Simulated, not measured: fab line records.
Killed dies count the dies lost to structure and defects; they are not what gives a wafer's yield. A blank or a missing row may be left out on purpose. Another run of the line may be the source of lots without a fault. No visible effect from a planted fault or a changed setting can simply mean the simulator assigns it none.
A lot that was struck, set against a sound lot -- flow n5_finfet -- 19 steps out of a route of 1938
Sound: the wafers L661.3, L661.4, L661.6. Struck: wafer L675.6 (L675.1, L675.2, from the same lot, were not struck and are left out); the cause is given at the end.
Per side, at each step with rows, come the tool, then ch with its chambers, and then its first start. Under that, the readings that differ: sound wafers -- struck wafers -- difference of the means -- sigmas: that difference in standard deviations of wafers without a fault.
alike: readings whose means differ by less than 2 such deviations, and words and numbers that are the same on both sides. not compared: withheld readings, readings that some wafer has no value for, bounds like >300 that may hide the same value, and numbers for which the record gives no deviation and whose values overlap.
The two part at a step that has a row with sigmas, a row that says differs or no value, or rows on one side only. When numbers do not overlap yet have no deviation, they are printed without sigmas and do not part them. Lack of a reading on every wafer of one side parts them only where that side has two or more wafers.

N5_BEOL_M3_INSPECT_30: inspects for defects (brightfield).
  sound on defect_inspect-01, day 7 15:18; struck on defect_inspect-02, day 11 02:57
  alike: raw_defect_count
N5_BEOL_M3_DESCUM_33: chemistry O2, time 7 s.
  sound on rie_diel-05 ch 1,2, day 7 15:33; struck on rie_diel-01 ch 2, day 11 02:59
  alike: drypump_motor_current_A, oes_product_au, rf_fwd_power_W, rf_vpp_V, showerhead_plenum_p_Torr, throttle_valve_pct
  not compared: rf_hours_counter_h
N5_BEOL_M3_ETCH_77: etches underlayer in N2/H2, target depth 6.5 nm, time 5.2 s.
  sound on rie_diel-05 ch 1,2, day 7 15:35; struck on rie_diel-01 ch 2, day 11 03:01
  alike: drypump_motor_current_A, etch_rf_on_time_s, oes_product_au, rf_fwd_power_W, rf_vpp_V, showerhead_plenum_p_Torr, throttle_valve_pct
  not compared: rf_hours_counter_h
then, 3 steps without rows for these wafers: N5_BEOL_M3_ETCH_69 (etches SiARC in CF4, target depth 15.6 nm, time 26 s); N5_BEOL_M3_ALD_98 (deposits SiO2, target thk 2.5 nm, pulse time 1 s, co reactant pulse time 1 s); N5_BEOL_M3_ETCHBACK_99 (etches SiO2 in CHF3, target depth 5 nm, time 10.4 s).
N5_BEOL_M3_ETCH_70: etches SOC in N2/H2, target depth 80 nm, overetch 16 nm, time 120 s.
  sound on rie_diel-04 ch 1,2, day 7 20:26; struck on rie_diel-01 ch 3, day 11 04:55
reading,sound,struck,difference,sigmas
oes_product_au (a.u.),0.67 0.71 0.70,0.58,-0.11,-2
  alike: drypump_motor_current_A, rf_fwd_power_W, rf_vpp_V, run_length_s, showerhead_plenum_p_Torr, throttle_valve_pct
  not compared: rf_hours_counter_h
then, 4 steps without rows for these wafers: N5_BEOL_M3_STRIP_71 (strips in N2/H2); N5_BEOL_M3_STRIP_78 (strips in N2/H2); N5_BEOL_M3_VIA_ETCH_34 (etches the open film in C4F6/O2, target depth 69.4 nm, time 65.9 s); N5_BEOL_M3_STRIP_83 (strips in C4F6/O2).
N5_BEOL_M3_STRIP_36: strips in N2/H2.
  sound on rie_diel-04 ch 1,2, day 7 20:36; struck on rie_diel-01 ch 3, day 11 05:05
reading,sound,struck,difference,sigmas
oes_product_au (a.u.),0.88 0.94 0.93,0.77,-0.15,-2
  alike: drypump_motor_current_A, rf_vpp_V, showerhead_plenum_p_Torr, throttle_valve_pct
  not compared: rf_hours_counter_h
N5_BEOL_M3_TRENCH_ETCH_37: etches SiOC in C4F6/O2, target depth 55.555 nm, time 29.2 s.
  sound on rie_diel-04 ch 1,2, day 7 20:38; struck on rie_diel-01 ch 3, day 11 05:07
reading,sound,struck,difference,sigmas
oes_f_703_au (a.u.),0.89 0.91 0.91,0.73,-0.17,-3
oes_product_au (a.u.),0.88 0.94 0.94,0.76,-0.16,-2
run_length_s (s),52.3 52.2 52.2,50.4,-1.8,-4
model.etch.depth_nm (nm),57.47 56.87 57.2,50.99,-6.19,
model.BEOL_M3.feature_depth_nm (nm),57.4 56.8 57.2,51,-6,
  alike: drypump_motor_current_A, rf_vpp_V, showerhead_plenum_p_Torr, throttle_valve_pct
  not compared: rf_fwd_power_W, rf_hours_counter_h
then, 1 step without rows for these wafers: N5_BEOL_M3_ETCH_41 (etches SiCN in CH3F/O2, target depth 29.9 nm, time 52.5 s).
N5_BEOL_M3_STRIP_97: strips in N2/H2, time 10 s.
  sound on rie_diel-04 ch 1,2; struck on rie_diel-01 ch 3
reading,sound,struck,difference,sigmas
oes_product_au (a.u.),0.87 0.95 0.95,0.75,-0.17,-2
  alike: drypump_motor_current_A, rf_vpp_V, showerhead_plenum_p_Torr, throttle_valve_pct
  not compared: rf_hours_counter_h
N5_BEOL_M3_OCD_MEAS_38:
  sound on ocd-01, day 7 20:47; struck on ocd-02, day 11 05:17
reading,sound,struck,difference,sigmas
trench_depth_nm (nm),57.2 56.8 57.1,50.8,-6.2,-7
then, 1 step without rows for these wafers: N5_BEOL_M3_HM_STRIP_39 (strips TiN in peroxide tin strip, target depth 25 nm, time 158 s).
N5_BEOL_M4_RC_MEAS_101:
  sound on prober-02 ch 0, day 8 11:16; struck on prober-01 ch 0, day 11 19:35
  alike: DIBL_N, DIBL_P, IOFF_N, IOFF_P, ION_N, ION_P, SS_N, SS_P, VT_N, VT_P
N5_PASSIVATION_PROBE_49:
  the record holds rows for the sound wafers here (prober-01, day 12 13:35) but none for the struck ones

WHERE THEY PART
First at N5_BEOL_M3_ETCH_70; last, within this record, at N5_PASSIVATION_PROBE_49.

WHY: whatever the simulator had introduced
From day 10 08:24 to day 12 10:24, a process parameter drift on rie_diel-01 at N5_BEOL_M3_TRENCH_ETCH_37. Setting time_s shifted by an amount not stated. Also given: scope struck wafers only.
